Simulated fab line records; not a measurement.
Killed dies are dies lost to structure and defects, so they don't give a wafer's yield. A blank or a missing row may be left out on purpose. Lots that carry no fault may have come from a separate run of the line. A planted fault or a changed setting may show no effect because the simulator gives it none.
fab line records	flow n5-finfet
record: lots: 9	wafers: 27	last-day: 16
route steps=1938 shown BEOL_M0_SAQP@669 BEOL_M4@1111 PASSIVATION@1936
lots that met no fault: from a run of the same line without faults
start-h: hours from the record's first day to the start of the lot's first wafer shown	wait-h: hours elapsed since this lot's preceding step	" as in the row above	L1.1+2: one row covering several wafers at once	- no value, or no start was given	* or withheld: withheld	< > ~ a bound
route shown NAME@n: NAME is a module with steps in the file, n the number in the route of the first one	usual: average and standard deviation across the fault-free wafers	same: alike in all rows	chamber/n: place in a boat	sites: the reading at each site	_std_site: standard deviation across them	_edge_site: inner sites' mean taken away from outer sites' mean	radius-mm: for every site, how far away it sits from the centre of the wafer	mask NAME#n: copy n	behind: the most recent tool/chamber to have shaped the wafer	hold: cause of the lot's hold/its duration in hours/its outcome	device: whichever transistor did not switch (one of n, p or np)	end of line: the same wafers' tests at the end of the route	a step with no rows: only its recipe	killed: dies lost to structure and defects at the first sort, not the wafer's yield	map: a wafer's dies, marking killed ones x, the rest . and places with no die _
set.NAME: the run value of the setting; set.NAME@STEP: its run value at that earlier step	model.NAME: the simulator's own value behind a step, which no gauge read
route steps across a sampled set of lots; one table per step, one row per wafer
services: when a tool's chamber went out of use (start-h, in hours from the record's first day, below 0 if earlier), for how many hours, and the reason
== steps ==
step: N5_BEOL_M0_SAQP_MANDREL_ETCH_103
recipe: chemistry: HBr/Cl2	target: a-Si	target-depth-a: 450	bt-time-s: 10	stop-on: SiCN	mask-material: SiO2	over-etch-frac: 0.8	time-s: 27	pressure-mtorr: 10	icp-w: 800	bias-w: 75	HBr_flow_sccm: 150	Cl2_flow_sccm: 80	ends: end-point
usual: drypump-motor-current-A: 5.7/0.46	he-backside-leak-sccm: 2.74/0.2	oes-product-au: 0.686/0.013	rf-fwd-power-W: 794.7/2.5	throttle-valve-pct: 35.5/0.35
same: bt-time-s: 10
lot.wafer	tool	chamber	start-h	wait-h	drypump-motor-current-A	he-backside-leak-sccm	oes-product-au	rf-fwd-power-W	rf-hours-counter-h	throttle-valve-pct
L697.2	rie-si-01	2	118.02	0.0	5.0	2.68	0.672	792.4	94	35.0
L697.5	"	0	"	"	5.7	2.92	0.698	792.3	-	35.5
L697.6	"	1	"	"	5.8	2.95	0.687	789.7	-	36.2
L700.1	rie-si-05	0	147.73	0.0	5.7	2.89	0.695	796.3	182	35.7
L700.2	"	3	"	"	5.4	2.52	0.668	793.7	75	35.4
L700.5	"	2	"	"	5.1	2.72	0.671	794.4	-	35.6
L701.3	rie-si-01	2	149.54	0.0	5.0	2.65	0.674	794.0	94	35.0
L701.4	"	0	"	"	5.7	2.78	0.699	794.6	129	35.6
L701.6	"	0	"	"	5.7	2.69	0.686	793.6	-	35.5
L702.3	rie-si-01	3	150.04	0.0	6.3	2.51	0.686	796.8	59	35.1
L702.4	"	2	"	"	5.0	2.73	0.667	797.2	94	35.0
L702.5	"	0	"	"	5.8	3.25	0.692	793.8	-	35.6
L703.1	rie-si-05	2	153.47	0.0	5.1	2.50	0.666	796.6	129	35.6
L703.5	"	2	"	"	5.1	2.60	0.682	797.8	-	35.6
L703.6	"	3	"	"	5.4	2.73	0.675	795.6	-	35.4
L710.1	rie-si-05	2	202.99	0.0	5.0	2.58	0.669	793.1	130	35.6
L710.3	"	3	"	"	5.4	2.61	0.673	795.5	76	35.4
L710.4	"	1	"	"	6.3	2.68	0.709	794.2	44	35.4
L711.1	rie-si-01	2	207.88	0.0	5.0	2.73	0.677	796.4	95	35.0
L711.4	"	3	"	"	6.3	2.29	0.706	797.1	60	35.1
L711.5	"	1	"	"	5.8	2.81	0.686	796.3	-	36.2
L712.1	rie-si-01	0	212.41	0.0	5.7	3.00	0.681	796.7	130	35.6
L712.2	"	3	"	"	6.3	2.28	0.684	796.4	60	35.1
L712.5	"	3	"	"	6.3	2.44	0.688	797.2	-	35.1
L715.1	rie-si-05	1	228.42	0.0	6.3	2.73	0.692	790.3	44	35.4
L715.3	"	3	"	"	5.4	2.49	0.675	798.9	77	35.4
L715.6	"	3	"	"	5.4	2.60	0.692	795.3	-	35.4
step: N5_BEOL_M0_SAQP_RECESS_109
recipe: chemistry: HF/NH3	target: SiO2	target-depth-a: 30	afs-cycles: 1	temp-c: 30	sublimation-temp-c: 180	sublimation-time-s: 60
usual: drypump-motor-current-A: 5.5/0.48
lot.wafer	tool	chamber	start-h	wait-h	drypump-motor-current-A
L697.2	vapor-etch-02	0	118.71	0.0	6.0
L697.5	"	0	"	"	6.0
L697.6	"	1	"	"	6.2
L700.1	vapor-etch-01	1	148.42	0.0	5.5
L700.2	"	0	"	"	4.9
L700.5	"	0	"	"	4.9
L701.3	vapor-etch-01	0	150.52	0.3	4.9
L701.4	"	1	"	"	5.5
L701.6	"	0	"	"	4.9
L702.3	vapor-etch-01	0	150.77	0.1	4.9
L702.4	"	1	"	"	5.5
L702.5	"	1	"	"	5.5
L703.1	vapor-etch-01	1	154.16	0.0	5.5
L703.5	"	1	"	"	5.5
L703.6	"	0	"	"	4.9
L710.1	vapor-etch-01	1	203.68	0.0	5.5
L710.3	"	1	"	"	5.5
L710.4	"	0	"	"	5.0
L711.1	vapor-etch-01	0	208.57	0.0	5.0
L711.4	"	0	"	"	4.9
L711.5	"	0	"	"	5.0
L712.1	vapor-etch-01	1	213.17	0.1	5.5
L712.2	"	0	"	"	4.9
L712.5	"	1	"	"	5.5
L715.1	vapor-etch-02	0	229.11	0.0	6.0
L715.3	"	1	"	"	6.3
L715.6	"	0	"	"	6.0
step: N5_BEOL_M0_SAQP_EXPOSE_37
recipe: mask-id: M0_CUT1	na: 0.33	source-shape: annular	sigma-inner: 0.35	sigma-outer: 0.8	polarization: unpolarized	target-cd-nm: 30	dose-mj: 44.75
lot.wafer	tool	chamber	start-h	wait-h	mask
L697.2+5+6	euv-scanner-02	0	119.91	-	M0_CUT1#0
L700.1+2+5	euv-scanner-02	0	150.60	-	M0_CUT1#0
L701.3+4+6	euv-scanner-02	0	151.56	-	M0_CUT1#0
L702.3+4+5	euv-scanner-02	0	151.81	-	M0_CUT1#0
L703.1+5+6	euv-scanner-01	0	155.41	-	M0_CUT1#0
L710.1+3+4	euv-scanner-02	0	205.51	-	M0_CUT1#0
L711.1+4+5	euv-scanner-01	0	209.92	-	M0_CUT1#0
L712.1+2+5	euv-scanner-01	0	214.35	-	M0_CUT1#0
L715.1+3+6	euv-scanner-01	0	232.31	-	M0_CUT1#0
step: N5_BEOL_M0_SAQP_OVL_MEAS_41
recipe: points-per-wafer: 522
usual: M0_CUT1_OVL: 0.1/0.63
lot.wafer	tool	chamber	start-h	wait-h	M0_CUT1_OVL[nm]
L697.2	overlay-01	0	120.07	0.0	-0.3
L697.5	"	0	"	"	-0.2
L697.6	"	0	"	"	-0.5
L700.1	overlay-01	0	150.77	0.0	0.2
L700.2	"	0	"	"	-0.8
L700.5	"	0	"	"	-0.3
L701.3	overlay-01	0	151.72	0.0	-0.1
L701.4	"	0	"	"	-0.9
L701.6	"	0	"	"	-1.3
L702.3	overlay-01	0	151.97	0.0	9.5
L702.4	"	0	"	"	9.2
L702.5	"	0	"	"	9.4
L703.1	overlay-01	0	155.58	0.0	0.9
L703.5	"	0	"	"	-0.3
L703.6	"	0	"	"	-0.8
L710.1	overlay-01	0	205.67	0.0	10.0
L710.3	"	0	"	"	9.5
L710.4	"	0	"	"	9.4
L711.1	overlay-02	0	210.09	0.0	0.4
L711.4	"	0	"	"	-0.7
L711.5	"	0	"	"	-0.4
L712.1	overlay-01	0	214.51	0.0	0.9
L712.2	"	0	"	"	0.1
L712.5	"	0	"	"	1.1
L715.1	overlay-02	0	232.47	0.0	-0.2
L715.3	"	0	"	"	-0.5
L715.6	"	0	"	"	-0.8
step: N5_BEOL_M0_SAQP_DESCUM_45
recipe: chemistry: O2	time-s: 7	source-power-w: 50	bias-power-w: 20	pressure-mtorr: 20	rf-frequency-hz: 2.712e+07	temp-c: 40	resist: CAR-EUV	o2-flow-sccm: 225
usual: drypump-motor-current-A: 5.9/0.37	oes-product-au: 0.76/0.059	rf-fwd-power-W: 49.31/0.22	rf-vpp-V: 243.2/1.6	showerhead-plenum-p-Torr: 2.10/0.087	throttle-valve-pct: 20.39/0.24
lot.wafer	tool	chamber	start-h	wait-h	drypump-motor-current-A	oes-product-au	rf-fwd-power-W	rf-hours-counter-h	rf-vpp-V	showerhead-plenum-p-Torr	throttle-valve-pct
L697.2	rie-diel-05	1	120.16	0.0	6.1	0.72	49.31	199	242.8	1.98	19.98
L697.5	"	0	"	"	5.6	0.78	49.39	-	240.7	2.01	20.63
L697.6	"	1	"	"	6.1	0.72	49.52	-	244.1	1.98	19.98
L700.1	rie-diel-06	0	150.86	0.0	4.9	0.70	49.02	240	241.1	1.99	21.07
L700.2	"	1	"	"	5.9	0.87	49.42	32	242.6	2.13	20.28
L700.5	"	1	"	"	5.8	0.87	49.39	-	244.1	2.13	20.28
L701.3	rie-diel-06	3	151.80	0.0	6.3	0.81	49.87	79	243.9	2.12	20.40
L701.4	"	1	"	"	5.8	0.86	49.73	33	243.3	2.13	20.27
L701.6	"	2	"	"	6.3	0.71	49.33	-	242.8	2.10	20.48
L702.3	rie-diel-01	3	152.05	0.0	5.7	0.72	49.39	189	244.6	2.16	20.34
L702.4	"	2	"	"	6.4	0.74	49.51	167	241.6	1.99	20.22
L702.5	"	2	"	"	6.4	0.74	49.29	-	241.9	1.99	20.20
L703.1	rie-diel-01	3	155.80	0.2	5.7	0.72	49.52	190	244.2	2.16	20.33
L703.5	"	2	"	"	6.4	0.74	49.69	-	242.6	1.99	20.22
L703.6	"	1	"	"	6.3	0.78	49.48	-	244.0	2.20	20.08
L710.1	rie-diel-05	1	205.79	0.1	6.1	0.70	49.24	225	241.8	1.97	20.02
L710.3	"	3	"	"	5.8	0.71	49.00	193	244.1	2.17	20.57
L710.4	"	0	"	"	5.6	0.75	49.40	141	242.3	2.01	20.65
L711.1	rie-diel-05	1	210.18	0.0	6.1	0.71	49.23	227	239.9	1.97	20.03
L711.4	"	3	"	"	5.8	0.71	49.04	195	247.0	2.17	20.57
L711.5	"	3	"	"	5.8	0.72	48.91	-	245.4	2.17	20.57
L712.1	rie-diel-01	1	215.22	0.7	6.3	0.78	49.74	163	243.8	2.19	20.11
L712.2	"	0	"	"	5.5	0.81	49.07	82	243.6	2.21	20.57
L712.5	"	2	"	"	6.4	0.73	49.38	-	241.3	1.99	20.24
L715.1	rie-diel-06	2	232.57	0.0	6.4	0.71	49.12	208	243.1	2.09	20.48
L715.3	"	3	"	"	6.3	0.78	49.56	103	244.4	2.11	20.46
L715.6	"	2	"	"	6.3	0.71	49.03	-	242.5	2.09	20.49
step: N5_BEOL_M4_RC_MEAS_101
usual: DIBL_N: 35.8/1.6	DIBL_P: 36.0/1.9	IOFF_N: 0.151/0.029	IOFF_P: 0.21/0.037	ION_N: 673/12	ION_P: 463/7.3	SS_N: 71.5/0.58	SS_P: 73.2/0.61	VT_N: 251/3.3	VT_P: -250/3.3
lot.wafer	tool	chamber	start-h	wait-h	DIBL_N[mV/V]	DIBL_P[mV/V]	IOFF_N[nA/um]	IOFF_P[nA/um]	ION_N[uA/um]	ION_P[uA/um]	SS_N[mV/dec]	SS_P[mV/dec]	VT_N[mV]	VT_P[mV]
L697.2	prober-01	0	167.39	0.2	34.9	32.7	0.118	0.16	658	451	71.1	71.6	255	-254
L697.5	"	0	"	"	36.3	35.0	0.145	0.19	676	466	71.4	73.5	252	-251
L697.6	"	0	"	"	36.6	35.8	0.162	0.22	675	467	71.1	73.3	247	-248
L702.3	prober-02	0	205.15	0.3	36.1	36.8	0.167	0.26	682	469	71.8	73.0	248	-249
L702.4	"	0	"	"	37.2	37.7	0.183	0.29	678	469	71.8	73.2	248	-244
L702.5	"	0	"	"	37.6	38.2	0.205	0.31	691	478	72.7	73.7	246	-241
L701.3	prober-01	0	206.47	0.3	34.5	34.6	0.125	0.16	674	456	70.6	73.4	254	-256
L701.4	"	0	"	"	35.4	34.6	0.136	0.17	672	459	71.2	72.7	253	-255
L701.6	"	0	"	"	36.9	37.2	0.161	0.20	676	455	71.5	73.4	252	-249
L700.1	prober-02	0	208.71	0.0	37.3	36.7	0.142	0.21	666	465	71.2	72.9	252	-248
L700.2	"	0	"	"	38.8	38.8	0.179	0.25	688	468	72.3	73.8	249	-248
L700.5	"	0	"	"	37.0	36.2	0.137	0.20	660	461	71.1	72.8	255	-251
L703.1	prober-02	0	220.41	0.0	37.0	36.4	0.145	0.19	670	464	72.6	72.2	251	-251
L703.5	"	0	"	"	38.3	38.8	0.186	0.23	682	463	72.5	74.0	250	-250
L703.6	"	0	"	"	37.5	38.3	0.174	0.21	689	468	72.1	73.4	249	-249
L710.1	prober-02	0	261.04	0.0	38.4	38.4	0.191	0.24	689	473	71.1	73.7	247	-250
L710.3	"	0	"	"	37.6	36.6	0.158	0.20	674	455	71.8	73.1	251	-252
L710.4	"	0	"	"	35.3	34.5	0.130	0.18	651	448	71.3	73.1	252	-252
L711.1	prober-02	0	276.55	0.0	36.8	38.4	0.179	0.24	691	479	71.9	73.8	248	-248
L711.4	"	0	"	"	38.9	39.4	0.191	0.25	688	467	72.7	74.2	248	-246
L711.5	"	0	"	"	37.2	39.1	0.189	0.25	680	473	71.8	73.2	246	-246
L712.1	prober-02	0	278.49	0.0	35.2	33.6	0.151	0.21	688	470	71.8	73.0	250	-247
L712.2	"	0	"	"	38.9	39.2	0.229	0.31	695	476	71.9	74.0	244	-245
L712.5	"	0	"	"	35.8	35.5	0.163	0.24	678	470	72.0	73.4	248	-246
L715.1	prober-02	0	284.78	0.0	35.8	36.4	0.151	0.23	665	460	71.4	72.8	251	-247
L715.3	"	0	"	"	33.0	32.9	0.107	0.17	649	454	70.8	72.0	252	-252
L715.6	"	0	"	"	35.1	35.1	0.144	0.21	672	461	71.1	73.1	252	-250
step: N5_PASSIVATION_PROBE_49
usual: defect-limited-yield: 90.9/1.4	killed_at_M0_to_M3: 37/12	killed_at_M4_up: 14/5.3	killed-at-contacts: 12/6.2	killed-at-front-end: 41/11	killed-at-other: 3.7/2.9	killed-dies: 107/17	killed-on-rim: 14/4.4	killed-open: 71/12	killed-short: 34/7.9	sort_bin_5_function: 5.3/0.95	sort_bin_6_memory: 3.4/0.7	sort-n-pass: 1073/17	sort-yield-pct: 90.9/1.5
same: gross-dies: 1180	killed-at-back-side: 0	sort_bin_4_leakage[%]: 0	sort_bin_8_speed[%]: 0
lot.wafer	tool	chamber	start-h	wait-h	defect-limited-yield[%]	killed_at_M0_to_M3	killed_at_M4_up	killed-at-contacts	killed-at-front-end	killed-at-other	killed-dies	killed-on-rim	killed-open	killed-short	sort_bin_5_function[%]	sort_bin_6_memory[%]	sort-n-pass	sort-yield-pct[%]
L697.2	prober-02	-	277.60	0.1	91.7	41	3	15	32	7	98	14	66	30	4.6	3.6	1082	91.7
L697.5	prober-02	-	277.75	0.2	91.3	42	13	4	43	1	103	12	66	33	5.7	2.5	1077	91.3
L697.6	prober-02	-	277.80	0.3	91.1	43	7	17	33	5	105	11	68	34	5.3	3.2	1075	91.1
L702.3	prober-01	-	310.99	0.1	0.3	1122	10	10	31	4	1177	151	74	31	53.9	3.4	3	0.3
L702.4	prober-01	-	311.04	0.2	0.8	1103	16	17	33	2	1171	152	65	27	50.8	3.1	9	0.8
L702.5	prober-01	-	311.09	0.2	1.7	1093	19	12	35	1	1160	150	75	32	54.3	2.5	20	1.7
L701.3	prober-01	-	313.30	0.1	88.7	44	10	10	65	4	133	17	84	45	6.3	4.2	1047	88.7
L701.4	prober-01	-	313.35	0.2	93.0	20	12	15	35	1	83	18	49	30	4.2	2.1	1097	93.0
L701.6	prober-01	-	313.45	0.3	92.4	29	6	16	38	1	90	13	55	33	4.9	2.6	1090	92.4
L700.1	prober-01	-	316.90	0.0	92.7	25	19	7	34	1	86	13	56	29	4.2	2.8	1094	92.7
L700.2	prober-01	-	316.95	0.1	91.8	35	11	5	42	4	97	11	61	36	4.6	3.2	1083	91.8
L700.5	prober-01	-	317.10	0.2	94.9	25	11	2	21	1	60	6	40	19	3.4	1.6	1120	94.9
L703.1	prober-01	-	325.84	0.0	88.1	80	12	7	41	1	141	18	76	60	7.3	4.0	1039	88.1
L703.5	prober-01	-	326.04	0.2	89.1	53	11	10	54	1	129	17	79	45	6.5	3.7	1051	89.1
L703.6	prober-01	-	326.09	0.3	87.4	89	10	12	30	8	149	20	93	54	7.4	4.7	1031	87.4
L710.1	prober-02	-	366.66	0.0	1.3	1108	12	14	29	2	1165	149	81	33	50.5	3.4	15	1.3
L710.3	prober-02	-	366.76	0.1	1.0	1115	16	8	27	2	1168	150	69	33	48.6	3.6	12	1.0
L710.4	prober-02	-	366.81	0.2	1.9	1115	19	7	16	0	1157	151	77	26	49.2	3.6	23	1.9
L711.1	prober-01	-	374.72	0.0	92.1	20	8	17	44	4	93	7	60	33	4.7	2.8	1087	92.1
L711.4	prober-01	-	374.87	0.2	91.0	34	11	18	39	4	106	14	73	33	5.8	2.9	1074	91.0
L711.5	prober-01	-	374.92	0.2	91.1	28	14	29	30	4	105	12	72	31	6.2	2.6	1075	91.1
L712.1	prober-02	-	389.00	0.0	92.2	36	6	7	40	3	92	21	64	22	4.4	2.9	1088	92.2
L712.2	prober-02	-	389.05	0.1	90.6	44	14	15	36	2	111	22	77	31	5.7	3.6	1069	90.6
L712.5	prober-02	-	389.20	0.2	87.8	46	20	31	35	12	144	20	103	36	6.7	5.1	1036	87.8
L715.3	prober-02	-	395.31	0.1	88.4	44	21	22	48	2	137	16	92	43	7.0	4.2	1043	88.4
L715.6	prober-02	-	395.46	0.3	90.1	37	20	19	40	1	117	21	77	36	6.2	3.2	1063	90.1
killed by level:class
L697.2 MOL_CONTACT_COAG:geometric-particle:open=14 FIN_SAQP:geometric-particle:open=9 BEOL_M0_SAQP:geometric-particle:short=9 BEOL_M0_SAQP:geometric-particle:open=8 BEOL_M3:geometric-particle:open=7 DUMMY_GATE:geometric-particle:open=5 BEOL_M2:geometric-particle:open=5 FIN_SAQP:geometric-particle:short=4
L697.5 BEOL_M0_SAQP:geometric-particle:short=14 DUMMY_GATE:geometric-particle:open=8 BEOL_M0_SAQP:geometric-particle:open=8 BEOL_M1:geometric-particle:open=6 BEOL_M4:geometric-particle:open=6 STI_FIN_REVEAL:geometric-particle:open=5 GATE_CUT:geometric-particle:short=4 BEOL_M0:geometric-particle:open=4
L697.6 MOL_CONTACT_COAG:geometric-particle:open=9 BEOL_M1:geometric-particle:open=9 BEOL_M0_SAQP:geometric-particle:open=8 BEOL_M2:geometric-particle:open=8 MOL_CONTACT_COAG:geometric-particle:short=7 FIN_SAQP:geometric-particle:open=6 FIN_SAQP:geometric-particle:short=5 BEOL_M0_SAQP:geometric-particle:short=5
L702.3 BEOL_M0_SAQP:overlay=1071 BEOL_M0_SAQP:geometric-particle:open=16 BEOL_M0_SAQP:geometric-particle:short=12 STI_FIN_REVEAL:geometric-particle:open=9 BEOL_M1:geometric-particle:open=8 MOL_CONTACT_COAG:geometric-particle:open=7 BEOL_M3:geometric-particle:open=6 BEOL_M2:geometric-particle:open=5
L702.4 BEOL_M0_SAQP:overlay=1078 MOL_CONTACT_COAG:geometric-particle:open=12 STI_FIN_REVEAL:geometric-particle:open=7 BEOL_M0_SAQP:geometric-particle:short=7 BEOL_M0_SAQP:geometric-particle:open=7 BEOL_M4:geometric-particle:open=7 FIN_SAQP:geometric-particle:open=5 FIN_SAQP:geometric-particle:short=5
L702.5 BEOL_M0_SAQP:overlay=1053 BEOL_M0_SAQP:geometric-particle:short=11 FIN_SAQP:geometric-particle:open=9 MOL_CONTACT_COAG:geometric-particle:open=9 BEOL_M2:geometric-particle:open=9 BEOL_M0_SAQP:geometric-particle:open=7 BEOL_M1:geometric-particle:open=7 BEOL_M4:geometric-particle:open=7
L701.3 STI_FIN_REVEAL:geometric-particle:open=26 BEOL_M0_SAQP:geometric-particle:short=10 MOL_CONTACT_COAG:geometric-particle:open=9 BEOL_M0_SAQP:geometric-particle:open=8 BEOL_M1:geometric-particle:open=8 FIN_SAQP:geometric-particle:open=5 STI_FIN_REVEAL:geometric-particle:short=5 DUMMY_GATE:geometric-particle:open=5
L701.4 MOL_CONTACT_COAG:geometric-particle:open=11 STI_FIN_REVEAL:geometric-particle:open=7 BEOL_M0_SAQP:geometric-particle:short=7 BEOL_M0_SAQP:geometric-particle:open=6 DUMMY_GATE:geometric-particle:open=5 BEOL_M5:geometric-particle:open=5 MOL_CONTACT_COAG:geometric-particle:short=4 HKMG_FIN:area-etch=4
L701.6 MOL_CONTACT_COAG:geometric-particle:open=13 BEOL_M1:geometric-particle:open=13 STI_FIN_REVEAL:geometric-particle:open=10 GATE_CUT:geometric-particle:short=6 BEOL_M0_SAQP:geometric-particle:short=5 BEOL_M1:geometric-particle:short=5 BEOL_M0_SAQP:geometric-particle:open=4 STARTING-WAFER:geometric-particle:open=4
L700.1 FIN_SAQP:geometric-particle:short=7 BEOL_M1:geometric-particle:open=7 BEOL_M4:geometric-particle:open=7 STI_FIN_REVEAL:geometric-particle:open=6 BEOL_M3:geometric-particle:open=6 MOL_CONTACT_COAG:geometric-particle:short=5 GATE_CUT:geometric-particle:short=4 BEOL_M2:geometric-particle:open=4
L700.2 BEOL_M0_SAQP:geometric-particle:open=14 FIN_SAQP:geometric-particle:short=12 FIN_SAQP:geometric-particle:open=9 BEOL_M0_SAQP:geometric-particle:short=7 BEOL_M7:geometric-particle:open=6 DUMMY_GATE:geometric-particle:open=5 BEOL_M0:geometric-particle:open=4 FIN_CUT:geometric-particle:open=3
L700.5 BEOL_M2:geometric-particle:open=10 FIN_SAQP:geometric-particle:open=7 FIN_SAQP:geometric-particle:short=5 BEOL_M4:geometric-particle:open=5 BEOL_M3:geometric-particle:open=4 BEOL_M1:geometric-particle:open=4 BEOL_M0_SAQP:geometric-particle:short=3 BEOL_M1:geometric-particle:short=3
L703.1 BEOL_M0_SAQP:geometric-particle:open=19 BEOL_M0_SAQP:geometric-particle:short=18 FIN_SAQP:geometric-particle:open=13 BEOL_M1:geometric-particle:short=12 FIN_SAQP:geometric-particle:short=10 BEOL_M2:geometric-particle:open=10 BEOL_M1:geometric-particle:open=6 BEOL_M3:geometric-particle:short=6
L703.5 BEOL_M0_SAQP:geometric-particle:open=18 BEOL_M0_SAQP:geometric-particle:short=14 GATE_CUT:geometric-particle:short=10 FIN_SAQP:geometric-particle:short=9 FIN_SAQP:geometric-particle:open=8 STI_FIN_REVEAL:geometric-particle:open=7 MOL_CONTACT_COAG:geometric-particle:open=7 BEOL_M1:geometric-particle:open=6
L703.6 BEOL_M0_SAQP:geometric-particle:short=22 BEOL_M0_SAQP:geometric-particle:open=22 BEOL_M2:geometric-particle:open=16 BEOL_M3:geometric-particle:open=9 BEOL_M1:geometric-particle:open=9 MOL_CONTACT_COAG:geometric-particle:open=8 FIN_SAQP:geometric-particle:open=6 STI_FIN_REVEAL:geometric-particle:open=5
L710.1 BEOL_M0_SAQP:overlay=1051 MOL_CONTACT_COAG:geometric-particle:open=14 BEOL_M0:geometric-particle:open=12 BEOL_M0_SAQP:geometric-particle:short=9 BEOL_M2:geometric-particle:open=7 BEOL_M0_SAQP:geometric-particle:open=7 BEOL_M1:geometric-particle:open=7 FIN_SAQP:geometric-particle:open=5
L710.3 BEOL_M0_SAQP:overlay=1066 BEOL_M2:geometric-particle:open=11 BEOL_M4:geometric-particle:open=9 BEOL_M0:geometric-particle:open=7 STI_FIN_REVEAL:geometric-particle:open=6 GATE_CUT:geometric-particle:open=6 BEOL_M0_SAQP:geometric-particle:short=6 MOL_CONTACT_COAG:geometric-particle:open=5
L710.4 BEOL_M0_SAQP:overlay=1054 BEOL_M1:geometric-particle:open=14 BEOL_M0_SAQP:geometric-particle:open=13 BEOL_M2:geometric-particle:open=10 MOL_CONTACT_COAG:geometric-particle:open=7 BEOL_M0:geometric-particle:open=6 BEOL_M4:geometric-particle:open=6 BEOL_M3:geometric-particle:open=5
L711.1 MOL_CONTACT_COAG:geometric-particle:open=14 STI_FIN_REVEAL:geometric-particle:open=14 STI_FIN_REVEAL:geometric-particle:short=8 BEOL_M2:geometric-particle:open=7 FIN_SAQP:geometric-particle:short=6 BEOL_M3:geometric-particle:open=5 FIN_SAQP:geometric-particle:open=4 GATE_CUT:geometric-particle:short=4
L711.4 MOL_CONTACT_COAG:geometric-particle:open=16 STI_FIN_REVEAL:geometric-particle:open=13 FIN_SAQP:geometric-particle:open=10 BEOL_M0_SAQP:geometric-particle:open=9 FIN_SAQP:geometric-particle:short=8 BEOL_M0_SAQP:geometric-particle:short=8 BEOL_M1:geometric-particle:short=4 DUMMY_GATE:geometric-particle:open=3
L711.5 MOL_CONTACT_COAG:geometric-particle:open=26 FIN_SAQP:geometric-particle:open=9 STI_FIN_REVEAL:geometric-particle:open=5 STARTING-WAFER:geometric-particle:open=5 BEOL_M0:geometric-particle:open=5 BEOL_M1:geometric-particle:short=5 BEOL_M4:geometric-particle:open=5 BEOL_M0_SAQP:geometric-particle:open=4
L712.1 BEOL_M2:geometric-particle:open=10 STI_FIN_REVEAL:geometric-particle:open=8 BEOL_M3:geometric-particle:open=8 FIN_SAQP:geometric-particle:open=7 MOL_CONTACT_COAG:geometric-particle:open=7 BEOL_M1:geometric-particle:open=6 BEOL_M0_SAQP:geometric-particle:short=4 HKMG_FIN:area-etch=4
L712.2 STI_FIN_REVEAL:geometric-particle:open=17 MOL_CONTACT_COAG:geometric-particle:open=13 BEOL_M0_SAQP:geometric-particle:short=9 BEOL_M0_SAQP:geometric-particle:open=8 BEOL_M2:geometric-particle:open=8 BEOL_M5:geometric-particle:open=6 BEOL_M0:geometric-particle:open=5 BEOL_M1:geometric-particle:open=4
L712.5 MOL_CONTACT_COAG:geometric-particle:open=26 BEOL_M1:geometric-particle:open=15 STI_FIN_REVEAL:geometric-particle:open=10 BEOL_M0_SAQP:geometric-particle:short=8 BEOL_M2:geometric-particle:open=7 BEOL_M4:geometric-particle:open=7 MOL_CONTACT_COAG:geometric-particle:short=5 BEOL_M3:geometric-particle:open=5
L715.3 STI_FIN_REVEAL:geometric-particle:open=20 MOL_CONTACT_COAG:geometric-particle:open=19 BEOL_M0_SAQP:geometric-particle:short=9 BEOL_M0_SAQP:geometric-particle:open=9 BEOL_M1:geometric-particle:open=9 BEOL_M4:geometric-particle:open=9 BEOL_M4:geometric-particle:short=9 FIN_SAQP:geometric-particle:short=7
L715.6 FIN_SAQP:geometric-particle:open=14 MOL_CONTACT_COAG:geometric-particle:open=14 BEOL_M4:geometric-particle:open=11 BEOL_M0_SAQP:geometric-particle:open=8 BEOL_M2:geometric-particle:open=8 BEOL_M2:geometric-particle:short=6 BEOL_M0_SAQP:geometric-particle:short=6 STI_FIN_REVEAL:geometric-particle:open=5
== services ==
tool	chamber	start-h	hours	kind
euv-scanner-02	-	95.06	4.6	pm
rie-si-05	0	124.86	0.9	repair
rie-diel-06	2	124.88	3.2	repair
euv-scanner-01	-	126.82	4.6	pm
euv-scanner-02	-	138.19	1.0	pm
euv-scanner-01	-	150.10	1.0	pm
rie-diel-05	0	157.45	2.8	repair
euv-scanner-02	0	160.37	-	calibration
euv-scanner-01	0	160.82	-	calibration
vapor-etch-02	0	174.20	6.3	repair
euv-scanner-02	-	194.34	1.0	pm
vapor-etch-01	-	198.67	1.1	repair
rie-diel-06	2	201.30	23.7	repair
rie-diel-06	3	202.27	7.3	repair
euv-scanner-01	-	206.25	1.0	pm
rie-diel-01	-	211.73	3.2	repair
rie-diel-05	2	220.81	-	clean
rie-diel-05	2	220.81	-	consumable-replace:focus-ring
rie-diel-05	2	220.81	17.9	scheduled-down
rie-diel-05	2	220.81	17.9	vent-cycle
rie-diel-06	0	226.90	-	clean
rie-diel-06	0	226.90	-	consumable-replace:focus-ring
rie-diel-06	0	226.90	-	consumable-replace:showerhead
rie-diel-06	0	226.90	20.7	scheduled-down
== key ==
first-sign: step: N5_BEOL_M0_SAQP_OVL_MEAS_41	reading: M0_CUT1_OVL	direction: up	sigmas: 15	usual: 0.1	struck: 9.5
effect: step: N5_PASSIVATION_PROBE_49	reading: killed_at_M0_to_M3	direction: up	sigmas: 86	usual: 37	struck: 1109
more-kills-born-at: N5_BEOL_M0_SAQP_EXPOSE_37@euv-scanner-02: 6373
met-at N5_BEOL_M0_SAQP_EXPOSE_37
struck-lots L702,L710
not-acting-at N5_BEOL_M0_SAQP_MANDREL_ETCH_103,N5_BEOL_M0_SAQP_RECESS_109,N5_BEOL_M0_SAQP_DESCUM_45
onset-between 151.56 151.81
fault: kind: scanner-matching-overlay	tool: euv-scanner-02	chamber: -	onset-h: 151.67	steps: N5_BEOL_M0_SAQP_EXPOSE_37	offset: 8.8319
